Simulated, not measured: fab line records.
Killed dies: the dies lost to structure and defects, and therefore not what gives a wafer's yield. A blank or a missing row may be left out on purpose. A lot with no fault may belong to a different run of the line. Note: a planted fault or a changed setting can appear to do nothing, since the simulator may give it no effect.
Matching of chambers ; flow nand harc ; NHARC_A_WL_FILL_CMP_12 on cmp-01 has 4 sister chambers
The step polishes, t overpolish 30 s, target thk 75 nm. 8 wafers are shown with their chamber, then 11 later ones without.

WAFERS PAIRED WITH THEIR CHAMBERS
wafer;chamber;motor current A (A);overpolish run s (s)
L084.4;1;13.3;30.004
L088.4;2;10.5;29.991
L088.5;0;12.0;29.994
L088.6;3;12.3;30.007
L090.1;3;11.9;30.009
L090.2;1;13.3;30.009
L090.4;0;11.0;30.011
L090.3;2;10.5;29.994

WAFERS WITHOUT THEIR CHAMBER
wafer;motor current A (A);overpolish run s (s)
L090.5;11.4;29.997
L090.6;12.4;30.006
L089.1;11.8;29.992
L089.2;11.8;29.998
L089.5;12.1;30.009
L095.1;11.9;30.009
L095.2;13.6;30.002
L095.4;10.8;29.999
L095.3;11.4;29.995
L095.5;12.2;30.015
L095.6;11.9;29.997

CHAMBER TAKEN BY EACH
wafer;from the rows above;in truth
L090.5;can't be placed: 0 or 2 or 3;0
L090.6;can't be placed: 3 or 1 or 0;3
L089.1;can't be placed: 0 or 3 or 2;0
L089.2;can't be placed: 0 or 3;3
L089.5;can't be placed: 3 or 0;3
L095.1;can't be placed: 3 or 0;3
L095.2;1;1
L095.4;can't be placed: 2 or 0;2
L095.3;can't be placed: 0 or 2 or 3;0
L095.5;can't be placed: 3 or 0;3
L095.6;can't be placed: 0 or 3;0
1 of 11 placed correctly. These rows do not allow placing 10 (true chamber among the candidates in 10). Placed wrongly: 0.
How it was worked out, from the rows above alone: a wafer's distance from a chamber is the root of the sum, over the readings, of the square of ((its reading less the chamber's mean) divided by the reading's scatter). If the next closest chamber is less than 2 further off than the closest, the wafer can't be placed; otherwise it belongs to the closest. A chamber's mean is the mean of its shown wafers. How the scatter is found: for the shown wafers, subtract from each reading the mean of its chamber, square and add these, divide the total by (wafers less chambers), then take the root.
